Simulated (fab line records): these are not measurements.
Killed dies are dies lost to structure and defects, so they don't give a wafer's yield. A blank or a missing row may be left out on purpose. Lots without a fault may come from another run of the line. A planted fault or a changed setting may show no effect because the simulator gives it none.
fab line records | flow nandHarc
[record] lots = 24 wafers = 72 lastDay = 33
route steps=1302 shown A_STAIRCASE@841 A_SLIT@938 A_WL_FILL@954 A_CONTACT@983
lots with no fault: from the same line, run without faults
startH: the number of hours between the record's first day and the start of the first shown wafer of the lot | waitH: hours from the lot's prior step to this one | " repeats the value in the row above | L1.1+2: a row that stands for several wafers | - no value present, or no start provided | * or withheld: withheld | < > ~ a bound
route shown NAME@n: NAME is a module with steps in the file, n the number in the route of the first one | usual: mean/standard deviation of fault-free wafers | same: alike in all rows | chamber/n: place in a boat | sites: the reading at each site | _std_site: how widely they spread, as a standard deviation | _edge_site: the outer-site mean with the inner-site mean subtracted | radiusMm: for every site, how far away it sits from the centre of the wafer | mask NAME#n: copy n | behind: the last tool/chamber to shape the wafer | hold: reason for holding the lot/hours on hold/outcome of the hold | device: the transistor (n, p or np) that didn't switch | end of line: the tests these same wafers got at the end of their route | a step with no rows: only its recipe | killed: dies that structure and defects cost at the first sort, which is not the same as the wafer's yield | map: a wafer's dies, x killed, . not, _ none there
set.NAME: setting as actually run; set.NAME@STEP: the setting as run at that earlier step | model.NAME: the simulator's own value behind a step, which no gauge read
route steps across a sampled set of lots; one table per step, one row per wafer
services: a tool's chamber out of use, with start hour (startH, from the record's first day; less than 0 if before it), hours out, and reason
[[steps]]
[step NHARC_A_STAIRCASE_ALD_415]
[recipe] targetThkA = 300 pulseTimeS = 6 aldCycles = 300 tempC = 300 material = SiO2
[usual] heaterPowerW = 479/41 precursorPulseHeightRel = 1.001/0.02
[same] pulseTimeS = 6
// columns lot.wafer tool chamber startH waitH heaterPowerW precursorPulseHeightRel
L074.1 aldHk-02 3 385.86 0.5 477 1.009
L074.2 " 0 " " 531 1.004
L074.5 " 1 " " 498 0.968
L075.4 aldHk-02 2 394.11 0.5 480 1.019
L075.2 " 3 " " 465 1.013
L075.5 " 1 " " 476 0.979
L076.4 aldHk-02 1 402.62 0.3 476 1.003
L076.3 " 3 " " 489 0.992
L076.5 " 0 " " 526 1.008
L077.3 aldHk-01 2 410.28 0.1 475 0.989
L077.2 " 0 " " 518 0.951
L077.5 " 3 " " 523 1.004
L078.2 aldHk-01 2 425.80 0.1 472 0.978
L078.1 " 1 " " 447 0.982
L078.5 " 3 " " 524 1.022
L079.4 aldHk-01 2 430.80 0.3 479 0.993
L079.1 " 3 " " 542 1.010
L079.3 " 1 " " 445 0.998
L081.1 aldHk-01 0 444.04 0.1 519 1.004
L081.2 " 1 " " 444 1.016
L081.3 " 2 " " 465 1.004
L080.3 aldHk-02 3 444.32 0.5 471 1.008
L080.5 " 1 " " 483 0.994
L080.6 " 2 " " 464 1.015
L083.2 aldHk-01 2 459.17 0.3 461 1.027
L083.4 " 0 " " 516 0.975
L083.6 " 1 " " 447 0.963
L082.3 aldHk-04 1 462.38 0.2 376 1.014
L082.4 " 3 " " 449 0.999
L082.5 " 1 " " 383 0.993
L084.4 aldHk-02 0 483.59 0.5 524 1.009
L084.2 " 1 " " 485 0.986
L084.6 " 3 " " 475 1.025
L085.4 aldHk-02 2 488.48 3.5 476 1.010
L085.5 " 0 " " 531 1.024
L085.6 " 1 " " 470 1.005
L086.4 aldHk-04 0 508.32 0.5 523 1.000
L086.3 " 2 " " 448 0.997
L086.6 " 0 " " 523 1.030
L087.2 aldHk-04 0 521.27 0.3 522 0.992
L087.5 " 3 " " 452 1.008
L087.6 " 0 " " 524 0.983
L088.4 aldHk-01 1 534.38 0.3 444 1.021
L088.1 " 2 " " 449 1.007
L088.5 " 1 " " 443 0.986
L089.3 aldHk-01 2 538.36 0.3 443 0.993
L089.1 " 0 " " 539 0.995
L089.6 " 1 " " 425 1.025
L090.4 aldHk-04 2 546.92 1.7 460 1.009
L090.3 " 3 " " 463 0.984
L090.5 " 2 " " 454 1.006
L092.3 aldHk-02 3 549.78 0.1 440 1.000
L092.1 " 2 " " 492 0.948
L092.6 " 0 " " 515 0.987
L091.2 aldHk-01 2 550.85 0.3 440 1.026
L091.3 " 3 " " 520 0.997
L091.6 " 2 " " 436 0.984
L093.3 aldHk-02 1 577.00 0.7 498 1.005
L093.4 " 3 " " 446 1.038
L093.5 " 2 " " 480 1.007
L094.2 aldHk-04 2 583.79 0.3 446 1.004
L094.1 " 3 " " 458 1.016
L094.5 " 2 " " 452 0.983
L095.2 aldHk-04 3 595.09 0.1 457 0.954
L095.3 " 1 " " 390 1.028
L095.5 " 3 " " 466 0.986
L096.3 aldHk-02 2 621.33 1.3 504 1.025
L096.6 " 3 " " 440 1.030
L096.5 " 0 " " 510 0.994
L097.4 aldHk-02 0 623.96 0.3 523 0.997
L097.3 " 2 " " 484 0.991
L097.6 " 0 " " 523 1.002
[step NHARC_A_STAIRCASE_STRIP_476]
[recipe] timeS = 20 o2FlowSccm = 500 arFlowSccm = 0 biasW = 0 chemistry = O2
[usual] drypumpMotorCurrentA = 5.9/0.43 oesProductAu = 0.999/0.0098 rfVppV = 57.7/0.94 showerheadPlenumPTorr = 3.54/0.15 throttleValvePct = 17.037/0.0084
// columns lot.wafer tool chamber startH waitH drypumpMotorCurrentA oesProductAu rfHoursCounterH rfVppV showerheadPlenumPTorr throttleValvePct
L074.1 rieDiel-04 2 387.57 0.1 5.6 0.997 5 57.9 3.32 17.030
L074.2 " 3 " " 6.1 0.995 5 56.6 3.56 17.035
L074.5 " 2 " " 5.6 1.008 - 56.3 3.32 17.052
L075.2 rieDiel-04 0 395.81 0.1 6.2 0.999 8 57.8 3.80 17.025
L075.4 " 1 " " 5.9 1.003 8 58.0 3.49 17.035
L075.5 " 3 " " 6.2 0.985 - 57.8 3.56 17.039
L076.4 rieDiel-04 1 404.60 0.1 6.0 0.999 10 58.1 3.49 17.036
L076.3 " 2 " " 5.6 1.009 11 57.0 3.31 17.042
L076.5 " 1 " " 5.9 1.008 - 57.7 3.49 17.063
L077.2 rieDiel-07 1 412.45 0.1 5.9 0.980 39 57.1 3.48 17.025
L077.3 " 2 " " 6.2 0.987 38 57.2 3.66 17.040
L077.5 " 1 " " 5.9 0.982 - 57.1 3.48 17.050
L078.1 rieDiel-04 2 427.98 0.1 5.6 1.011 19 55.5 3.31 17.041
L078.2 " 3 " " 6.2 1.005 19 57.3 3.55 17.031
L078.5 " 1 " " 5.9 1.017 - 58.4 3.48 17.017
L079.4 rieDiel-04 0 433.08 0.2 6.2 0.989 19 58.2 3.80 17.040
L079.1 " 1 " " 5.9 1.017 19 56.5 3.48 17.040
L079.3 " 2 " " 5.6 1.005 21 56.6 3.31 17.037
L080.3 rieDiel-04 2 446.10 0.1 5.6 1.001 23 56.9 3.31 17.033
L080.6 " 1 " " 6.0 1.010 - 56.8 3.48 17.032
L080.5 " 2 " " 5.6 1.017 - 56.9 3.31 17.043
L081.3 rieDiel-04 1 446.21 0.1 6.0 1.013 21 57.8 3.48 17.036
L081.1 " 3 " " 6.2 0.999 24 57.2 3.55 17.042
L081.2 " 0 " " 6.2 0.995 22 59.5 3.80 17.043
L083.4 rieDiel-04 3 461.13 0.1 6.1 0.983 31 58.6 3.55 17.037
L083.2 " 0 " " 6.2 0.991 28 58.2 3.79 17.043
L083.6 " 2 " " 5.6 1.006 - 57.2 3.30 17.031
L082.4 rieDiel-07 1 464.56 0.1 5.9 1.002 56 56.6 3.47 17.033
L082.3 " 0 " " 6.3 0.988 58 57.6 3.37 17.041
L082.5 " 1 " " 5.9 0.986 - 56.4 3.47 17.037
L084.4 rieDiel-07 1 485.29 0.1 5.9 0.989 0 56.7 3.47 17.046
L084.2 " 3 " " 4.9 0.991 0 57.5 3.62 17.040
L084.6 " 1 " " 5.9 0.986 - 57.1 3.47 17.026
L085.4 rieDiel-04 2 490.20 0.1 5.6 1.011 39 55.4 3.30 17.029
L085.6 " 0 " " 6.2 0.992 - 57.8 3.79 17.036
L085.5 " 1 " " 5.9 1.015 - 57.6 3.47 17.036
L086.4 rieDiel-07 3 510.28 0.1 4.9 0.990 7 57.7 3.62 17.036
L086.3 " 1 " " 5.9 0.991 9 57.0 3.46 17.035
L086.6 " 3 " " 4.9 0.988 - 58.2 3.62 17.045
L087.2 rieDiel-07 3 523.23 0.1 4.9 0.981 10 56.6 3.62 17.041
L087.5 " 2 " " 6.2 0.992 - 59.8 3.64 17.033
L087.6 " 3 " " 4.9 0.996 - 55.4 3.62 17.033
L088.4 rieDiel-07 2 536.75 0.1 6.2 0.994 14 58.3 3.64 17.032
L088.1 " 3 " " 5.0 1.002 13 58.6 3.62 17.038
L088.5 " 2 " " 6.2 1.001 - 58.6 3.64 17.032
L089.1 rieDiel-07 2 540.32 0.1 6.2 0.993 15 58.9 3.64 17.044
L089.3 " 0 " " 6.3 0.990 19 57.9 3.36 17.030
L089.6 " 3 " " 4.9 1.002 - 56.2 3.62 17.037
L090.3 rieDiel-07 2 548.89 0.1 6.2 1.013 18 58.2 3.64 17.035
L090.4 " 0 " " 6.3 1.010 21 56.5 3.36 17.045
L090.5 " 3 " " 4.9 0.993 - 58.4 3.61 17.031
L092.3 rieDiel-07 1 551.94 0.1 5.9 0.990 21 57.9 3.46 17.032
L092.1 " 2 " " 6.2 0.997 18 58.2 3.64 17.053
L092.6 " 3 " " 4.9 1.002 - 57.9 3.61 17.037
L091.3 rieDiel-07 3 552.82 0.1 5.0 0.997 19 59.1 3.61 17.025
L091.2 " 0 " " 6.3 0.999 22 57.4 3.36 17.037
L091.6 " 1 " " 5.9 0.999 - 57.6 3.46 17.018
L093.3 rieDiel-07 3 579.16 0.1 4.9 1.000 30 58.3 3.61 17.048
L093.4 " 1 " " 5.9 0.991 31 56.8 3.45 17.042
L093.5 " 3 " " 4.9 0.999 - 58.5 3.61 17.050
L094.2 rieDiel-04 3 588.82 2.9 6.2 1.004 15 56.1 3.52 17.026
L094.1 " 0 " " 6.2 1.001 17 57.5 3.77 17.041
L094.5 " 2 " " 5.6 0.999 - 58.7 3.29 17.037
L095.3 rieDiel-04 3 597.25 0.1 6.1 1.017 17 58.5 3.52 17.031
L095.2 " 2 " " 5.6 1.015 10 57.2 3.29 17.050
L095.5 " 0 " " 6.2 1.012 - 59.0 3.77 17.029
L096.3 rieDiel-07 3 622.81 0.1 4.9 1.003 42 56.4 3.60 17.046
L096.5 " 3 " " 5.0 0.989 - 57.1 3.60 17.036
L096.6 " 0 " " 6.3 0.998 - 57.8 3.35 17.033
L097.3 rieDiel-04 0 626.01 0.1 6.2 1.000 25 58.2 3.76 17.034
L097.4 " 1 " " 5.9 1.013 24 58.0 3.45 17.059
L097.6 " 0 " " 6.2 0.993 - 56.9 3.76 17.033
[step NHARC_A_STAIRCASE_DEP_417]
[recipe] targetThkA = 600 stepCoveragePct = 20 tempC = 400 targetThkNm = 60 flowSccm = 200 rfW = 450 material = Si3N4
[usual] heaterPowerW = 695/83
// columns lot.wafer tool chamber startH waitH heaterPowerW
L074.1 pecvd-02 2 387.71 - 649
L074.2 " 0 " " 621
L074.5 " 2 " " 662
L075.2 pecvd-04 0 395.99 - 685
L075.4 " 1 " " 803
L075.5 " 2 " " 698
L076.3 pecvd-03 0 405.20 - 766
L076.5 " 2 " " 615
L076.4 " 1 " " 902
L077.3 pecvd-03 1 412.59 - 868
L077.2 " 2 " " 608
L077.5 " 1 " " 877
L078.2 pecvd-04 0 428.07 - 640
L078.1 " 2 " " 631
L078.5 " 1 " " 837
L079.1 pecvd-03 2 433.17 - 557
L079.3 " 0 " " 648
L079.4 " 0 " " 646
L080.3 pecvd-03 2 446.29 - 575
L080.6 " 0 " " 786
L080.5 " 1 " " 854
L081.1 pecvd-04 0 446.30 - 698
L081.3 " 1 " " 811
L081.2 " 2 " " 679
L083.2 pecvd-02 2 461.21 - 601
L083.6 " 2 " " 628
L083.4 " 0 " " 601
L082.3 pecvd-02 0 465.01 - 591
L082.4 " 2 " " 624
L082.5 " 0 " " 576
L084.2 pecvd-02 0 485.42 - 630
L084.6 " 2 " " 719
L084.4 " 0 " " 638
L085.5 pecvd-02 0 490.43 - 599
L085.6 " 1 " " 678
L085.4 " 2 " " 724
L086.3 pecvd-03 0 510.63 - 711
L086.4 " 2 " " 603
L086.6 " 0 " " 692
L087.2 pecvd-02 2 523.37 - 675
L087.6 " 1 " " 746
L087.5 " 2 " " 668
L088.1 pecvd-02 2 536.89 - 659
L088.5 " 1 " " 740
L088.4 " 2 " " 667
L089.3 pecvd-02 2 540.51 - 608
L089.1 " 1 " " 732
L089.6 " 2 " " 615
L090.3 pecvd-04 1 548.99 - 813
L090.4 " 1 " " 807
L090.5 " 2 " " 740
L092.1 pecvd-04 1 552.02 - 752
L092.3 " 2 " " 684
L092.6 " 0 " " 678
L091.2 pecvd-04 0 552.96 - 659
L091.3 " 1 " " 760
L091.6 " 1 " " 784
L093.3 pecvd-02 0 579.29 - 673
L093.5 " 2 " " 689
L093.4 " 1 " " 717
L094.1 pecvd-04 0 588.91 - 670
L094.2 " 2 " " 713
L094.5 " 2 " " 730
L095.2 pecvd-04 1 597.34 - 730
L095.3 " 2 " " 713
L095.5 " 2 " " 728
L096.3 pecvd-03 0 623.00 - 798
L096.5 " 1 " " 888
L096.6 " 0 " " 811
L097.3 pecvd-02 1 626.15 - 643
L097.4 " 0 " " 666
L097.6 " 2 " " 603
[step NHARC_A_SLIT_ETCH_15]
[recipe] targetDepthA = 62000 overEtchFrac = 0.3 timeS = 1612 ionEnergyEv = 150 o2FlowSccm = 400 cosFlowSccm = 20 arFlowSccm = 0 rfW = 500 biasW = 300 chemistry = O2/COS
[usual] drypumpMotorCurrentA = 5.9/0.54 oesProductAu = 1.001/0.0098 rfVppV = 313.5/2 showerheadPlenumPTorr = 3.08/0.12 throttleValvePct = 28.329/0.01
// columns lot.wafer tool chamber startH waitH drypumpMotorCurrentA oesProductAu rfHoursCounterH rfVppV showerheadPlenumPTorr throttleValvePct
L074.1 rieDiel-09 3 - - 6.1 1.000 6.7 311.2 3.02 28.313
L074.2 " 0 " " 6.6 0.995 6.7 312.4 2.95 28.332
L074.5 " 3 " " 6.1 0.998 - 314.5 3.02 28.329
L077.3 rieDiel-01 2 - - 5.9 0.996 3.6 315.3 3.16 28.333
L077.2 " 0 " " 6.7 0.982 4.3 315.8 3.11 28.323
L077.5 " 2 " " 5.9 0.991 - 315.0 3.16 28.332
L076.3 rieDiel-01 1 - - 5.4 1.006 5.1 311.0 2.93 28.341
L076.4 " 0 " " 6.7 0.991 4.8 314.4 3.11 28.327
L076.5 " 2 " " 5.9 1.003 - 315.7 3.16 28.328
L075.2 rieDiel-09 0 - - 6.6 0.987 8.0 310.3 2.95 28.340
L075.4 " 3 " " 6.1 0.994 8.6 312.7 3.02 28.327
L075.5 " 0 " " 6.5 0.986 - 312.4 2.95 28.341
L078.1 rieDiel-09 0 - - 6.6 0.996 9.3 310.6 2.95 28.331
L078.2 " 1 " " 4.9 1.012 9.0 316.0 3.25 28.340
L078.5 " 1 " " 4.9 1.014 - 314.6 3.25 28.330
L079.3 rieDiel-01 1 - - 5.4 1.003 6.4 311.9 2.93 28.324
L079.4 " 2 " " 5.9 1.008 5.9 314.9 3.16 28.327
L079.1 " 3 " " 6.5 0.996 5.3 315.1 3.07 28.339
L081.1 rieDiel-09 3 - - 6.0 0.995 0.2 312.7 3.02 28.341
L081.2 " 0 " " 6.6 0.993 0.2 311.8 2.95 28.342
L081.3 " 1 " " 4.9 1.010 0.3 315.0 3.25 28.333
L080.3 rieDiel-01 2 - - 5.9 0.996 7.7 315.8 3.16 28.340
L080.5 " 2 " " 5.9 1.000 - 314.9 3.16 28.335
L080.6 " 3 " " 6.5 1.016 - 313.3 3.07 28.326
L083.4 rieDiel-03 0 - - 6.0 1.004 1.3 312.8 3.05 28.338
L083.2 " 1 " " 5.5 1.015 1.3 312.6 3.07 28.318
L083.6 " 0 " " 6.0 1.004 - 313.7 3.05 28.332
L082.4 rieDiel-01 1 - - 5.4 1.010 8.6 311.2 2.93 28.345
L082.3 " 2 " " 5.9 1.003 8.9 315.7 3.16 28.321
L082.5 " 1 " " 5.4 1.009 - 311.9 2.93 28.317
L084.2 rieDiel-09 2 - - 5.8 0.999 2.2 317.2 3.29 28.340
L084.6 " 0 " " 6.6 1.002 - 311.4 2.95 28.317
L084.4 " 2 " " 5.8 0.988 - 317.0 3.29 28.344
L085.4 rieDiel-03 2 - - 5.1 0.998 3.0 311.0 2.93 28.323
L085.6 " 0 " " 6.0 0.997 - 311.6 3.05 28.321
L085.5 " 1 " " 5.5 1.010 - 313.8 3.07 28.331
L086.3 rieDiel-01 1 - - 5.5 1.013 0.3 310.9 2.93 28.327
L086.4 " 2 " " 5.9 0.997 0.4 315.0 3.16 28.331
L086.6 " 2 " " 5.9 1.005 - 314.4 3.16 28.345
L087.2 rieDiel-03 3 - - 5.8 1.019 3.9 315.0 3.14 28.326
L087.5 " 1 " " 5.5 1.023 - 313.0 3.07 28.321
L087.6 " 2 " " 5.1 1.009 - 310.6 2.93 28.325
L089.1 rieDiel-09 0 - - 6.6 1.004 5.7 311.4 2.94 28.315
L089.3 " 3 " " 6.1 0.990 3.4 312.9 3.02 28.314
L089.6 " 1 " " 4.9 1.022 - 315.3 3.24 28.343
L088.1 rieDiel-03 1 - - 5.5 1.011 6.2 313.3 3.07 28.336
L088.4 " 0 " " 6.0 1.002 4.8 313.0 3.05 28.346
L088.5 " 1 " " 5.5 1.007 - 312.8 3.07 28.327
L090.4 rieDiel-01 2 - - 5.9 1.002 2.1 314.2 3.16 28.326
L090.3 " 1 " " 5.5 1.014 2.0 310.9 2.93 28.333
L090.5 " 2 " " 5.9 0.997 - 313.1 3.16 28.325
L092.3 rieDiel-03 0 - - 6.0 0.994 5.8 312.7 3.05 28.325
L092.1 " 2 " " 5.1 1.000 7.2 311.6 2.93 28.323
L092.6 " 0 " " 6.0 1.002 - 312.6 3.05 28.333
L091.2 rieDiel-09 0 - - 6.6 1.001 6.8 312.3 2.94 28.337
L091.3 " 2 " " 5.8 0.989 5.9 316.0 3.29 28.331
L091.6 " 0 " " 6.6 0.998 - 310.4 2.94 28.318
L093.3 rieDiel-03 3 - - 5.8 1.011 6.8 313.1 3.14 28.332
L093.4 " 1 " " 5.5 1.005 9.6 311.3 3.07 28.338
L093.5 " 0 " " 6.0 1.008 - 312.6 3.05 28.339
L094.2 rieDiel-09 3 - - 6.1 0.981 6.3 314.1 3.02 28.335
L094.1 " 0 " " 6.6 1.006 8.7 311.1 2.94 28.351
L094.5 " 3 " " 6.0 0.999 - 312.8 3.02 28.318
L095.2 rieDiel-09 0 - - 6.6 1.000 9.9 313.1 2.94 28.321
L095.3 " 1 " " 4.9 1.003 8.6 316.7 3.24 28.319
L095.5 " 0 " " 6.6 0.993 - 311.7 2.94 28.334
L096.3 rieDiel-01 2 - - 5.9 0.993 6.5 314.8 3.15 28.323
L096.6 " 2 " " 5.9 0.995 - 316.4 3.15 28.342
L096.5 " 3 " " 6.5 1.010 - 313.9 3.06 28.347
L097.3 rieDiel-09 0 - - 6.5 1.006 0.3 313.0 2.94 28.320
L097.4 " 3 " " 6.1 0.989 0.3 312.1 3.01 28.328
L097.6 " 1 " " 4.9 1.005 - 317.6 3.24 28.346
[step NHARC_A_WL_FILL_ALD_02]
[recipe] targetThkA = 20 pulseTimeS = 3 aldCycles = 100 tempC = 450 material = TiN
[usual] heaterPowerW = 1090/92 precursorPulseHeightRel = 1.002/0.019
[same] pulseTimeS = 3
// columns lot.wafer tool chamber startH waitH heaterPowerW precursorPulseHeightRel
L074.1 aldMetal-02 0 462.73 0.2 1020 0.998
L074.2 " 1 " " 1093 1.014
L074.5 " 3 " " 1124 1.020
L077.2 aldMetal-01 1 478.03 0.2 1051 0.981
L077.3 " 2 " " 897 0.977
L077.5 " 1 " " 1014 1.032
L076.3 aldMetal-02 0 480.93 0.2 992 0.984
L076.4 " 1 " " 1089 0.975
L076.5 " 0 " " 999 0.999
L075.4 aldMetal-03 3 485.05 0.2 1021 1.005
L075.2 " 0 " " 1305 0.956
L075.5 " 3 " " 1026 1.014
L078.1 aldMetal-01 3 500.15 0.2 1080 1.007
L078.2 " 1 " " 1040 0.997
L078.5 " 2 " " 938 0.994
L079.1 aldMetal-02 0 503.73 0.2 994 0.990
L079.4 " 2 " " 1081 0.976
L079.3 " 3 " " 1167 1.004
L081.2 aldMetal-02 3 520.58 0.2 1103 0.983
L081.3 " 0 " " 1006 1.015
L081.1 " 2 " " 1069 1.019
L080.3 aldMetal-03 0 523.17 0.2 1312 1.012
L080.6 " 1 " " 1030 0.985
L080.5 " 2 " " 1201 1.006
L083.2 aldMetal-02 3 535.30 0.2 1146 0.971
L083.4 " 0 " " 978 1.010
L083.6 " 3 " " 1119 0.996
L082.4 aldMetal-03 0 535.47 0.1 1295 1.014
L082.3 " 1 " " 1016 0.997
L082.5 " 3 " " 1006 1.006
L084.2 aldMetal-01 0 565.66 0.2 1109 1.037
L084.4 " 2 " " 918 1.005
L084.6 " 0 " " 1124 1.029
L085.4 aldMetal-03 1 565.68 0.1 1042 0.998
L085.6 " 0 " " 1298 1.001
L085.5 " 1 " " 1050 1.013
L086.3 aldMetal-01 2 587.81 0.2 917 1.020
L086.4 " 3 " " 1039 1.031
L086.6 " 2 " " 930 1.009
L087.2 aldMetal-03 1 597.06 0.3 1017 0.973
L087.5 " 2 " " 1197 1.003
L087.6 " 3 " " 1061 0.992
L089.1 aldMetal-03 0 608.08 0.2 1237 0.992
L089.3 " 3 " " 1083 0.992
L089.6 " 0 " " 1225 0.974
L088.1 aldMetal-02 1 608.32 0.3 1089 1.010
L088.4 " 3 " " 1149 1.004
L088.5 " 0 " " 1003 1.030
L090.3 aldMetal-02 2 620.96 0.1 1090 0.993
L090.4 " 0 " " 942 1.008
L090.5 " 3 " " 1104 0.961
L092.1 aldMetal-03 2 622.07 0.2 1217 1.020
L092.3 " 0 " " 1248 1.018
L092.6 " 2 " " 1194 1.022
L091.3 aldMetal-01 1 622.24 0.1 1068 0.974
L091.2 " 3 " " 1049 0.984
L091.6 " 2 " " 960 1.008
L093.4 aldMetal-03 1 648.99 0.2 1038 0.982
L093.3 " 2 " " 1188 1.017
L093.5 " 3 " " 1054 0.979
L094.1 aldMetal-01 3 662.53 0.2 1063 0.978
L094.2 " 0 " " 1129 1.027
L094.5 " 2 " " 919 1.036
L095.2 aldMetal-03 3 671.88 0.2 1066 1.000
L095.3 " 2 " " 1213 1.005
L095.5 " 3 " " 1037 1.035
L096.3 aldMetal-03 3 695.74 0.2 1093 1.029
L096.6 " 0 " " 1232 1.017
L096.5 " 1 " " 1032 1.033
L097.4 aldMetal-02 2 699.47 0.1 1107 0.978
L097.3 " 3 " " 1123 0.989
L097.6 " 2 " " 1081 1.003
[step NHARC_A_CONTACT_DEP_24]
[recipe] targetThkA = 5000 tempC = 400 pressureTorr = 6.5 rfW = 900 teosFlowSccm = 161.4 flowSccm = 2650 targetThkNm = 500 gas = O2 material = SiO2
[usual] heaterPowerW = 520/98 throttleValvePct = 16.0/0.4
// columns lot.wafer tool chamber startH waitH heaterPowerW throttleValvePct
L074.1 pecvd-01 1 480.53 0.1 625 16.4
L074.2 " 0 " " 563 17.3
L074.5 " 2 " " 492 16.4
L077.2 pecvd-02 1 496.38 0.2 559 16.2
L077.3 " 2 " " 534 15.6
L077.5 " 1 " " 575 16.2
L076.3 pecvd-03 2 498.75 0.1 367 15.4
L076.5 " 2 " " 399 15.5
L076.4 " 0 " " 596 16.3
L075.2 pecvd-02 2 503.06 0.2 428 15.7
L075.5 " 0 " " 461 16.3
L075.4 " 1 " " 448 16.6
L078.1 pecvd-01 2 518.37 0.1 443 16.3
L078.2 " 0 " " 475 16.1
L078.5 " 1 " " 601 15.9
L079.1 pecvd-03 0 521.60 0.1 591 16.0
L079.3 " 2 " " 468 15.4
L079.4 " 0 " " 623 16.1
L081.3 pecvd-03 1 539.75 0.1 686 15.6
L081.2 " 2 " " 435 15.2
L081.1 " 0 " " 621 16.3
L080.3 pecvd-02 2 539.82 0.1 461 15.7
L080.5 " 1 " " 464 16.4
L080.6 " 0 " " 448 16.4
L083.2 pecvd-02 2 555.30 0.1 431 15.8
L083.4 " 2 " " 464 15.8
L083.6 " 0 " " 488 16.3
L082.3 pecvd-01 0 555.43 0.1 508 16.2
L082.4 " 2 " " 443 15.9
L082.5 " 0 " " 538 16.3
L085.6 pecvd-03 1 585.24 0.2 793 15.4
L085.5 " 2 " " 339 15.1
L085.4 " 0 " " 497 15.9
L084.2 pecvd-01 0 585.28 0.1 573 16.3
L084.6 " 0 " " 452 16.4
L084.4 " 1 " " 457 16.0
L086.3 pecvd-03 1 606.62 0.1 723 15.6
L086.4 " 1 " " 735 15.3
L086.6 " 0 " " 537 16.0
L087.2 pecvd-02 1 615.15 0.2 451 15.8
L087.5 " 0 " " 453 15.9
L087.6 " 1 " " 483 15.7
L089.1 pecvd-01 1 628.57 0.1 600 16.2
L089.3 " 0 " " 467 16.1
L089.6 " 1 " " 454 16.3
L088.1 pecvd-02 2 628.59 0.1 444 15.5
L088.4 " 2 " " 461 15.6
L088.5 " 1 " " 384 15.8
L090.3 pecvd-03 1 638.78 0.1 752 15.5
L090.5 " 2 " " 384 15.4
L090.4 " 0 " " 563 15.8
L091.2 pecvd-01 0 638.94 0.1 556 16.4
L091.3 " 2 " " 458 16.2
L091.6 " 0 " " 572 16.3
L092.3 pecvd-02 0 639.11 0.1 537 16.1
L092.1 " 1 " " 408 15.6
L092.6 " 2 " " 513 15.5
L093.3 pecvd-02 2 671.95 0.2 492 15.7
L093.4 " 0 " " 535 16.5
L093.5 " 1 " " 506 15.9
L094.2 pecvd-02 1 679.71 0.1 510 15.9
L094.1 " 0 " " 529 16.0
L094.5 " 0 " " 553 16.3
L095.3 pecvd-01 2 689.73 0.1 370 15.9
L095.2 " 0 " " 536 16.5
L095.5 " 0 " " 548 16.3
L096.3 pecvd-03 2 714.97 0.1 459 15.3
L096.5 " 1 " " 757 15.3
L096.6 " 2 " " 337 15.3
L097.3 pecvd-02 1 714.99 0.1 484 16.0
L097.6 " 0 " " 412 16.3
L097.4 " 1 " " 518 16.1
[[services]]
// columns tool chamber startH hours kind
pecvd-03 - 366.40 13.0 pm
aldMetal-03 1 385.13 2.1 repair
aldMetal-03 3 389.55 27.8 repair
pecvd-02 - 408.47 13.0 pm
pecvd-02 - 470.43 0.4 repair
rieDiel-07 - 473.84 9.0 pm
rieDiel-04 - 534.44 9.0 pm
pecvd-03 - 547.40 13.0 pm
rieDiel-04 1 581.89 3.3 repair
pecvd-03 - 585.71 0.4 repair
pecvd-03 1 586.47 11.7 repair
pecvd-02 - 589.47 13.0 pm
pecvd-03 - 590.18 0.5 repair
pecvd-02 - 611.45 1.0 repair
rieDiel-04 - 615.40 0.6 repair
rieDiel-04 0 642.90 5.8 repair
rieDiel-07 - 651.66 9.0 pm
pecvd-02 0 662.84 4.3 repair
pecvd-03 - 673.00 0.7 repair
pecvd-02 - 684.55 1.9 repair
rieDiel-07 2 688.27 1.8 repair
pecvd-02 - 690.25 1.0 repair
rieDiel-07 3 711.57 2.4 repair
rieDiel-04 - 713.26 9.0 pm
[[key]]
fault none
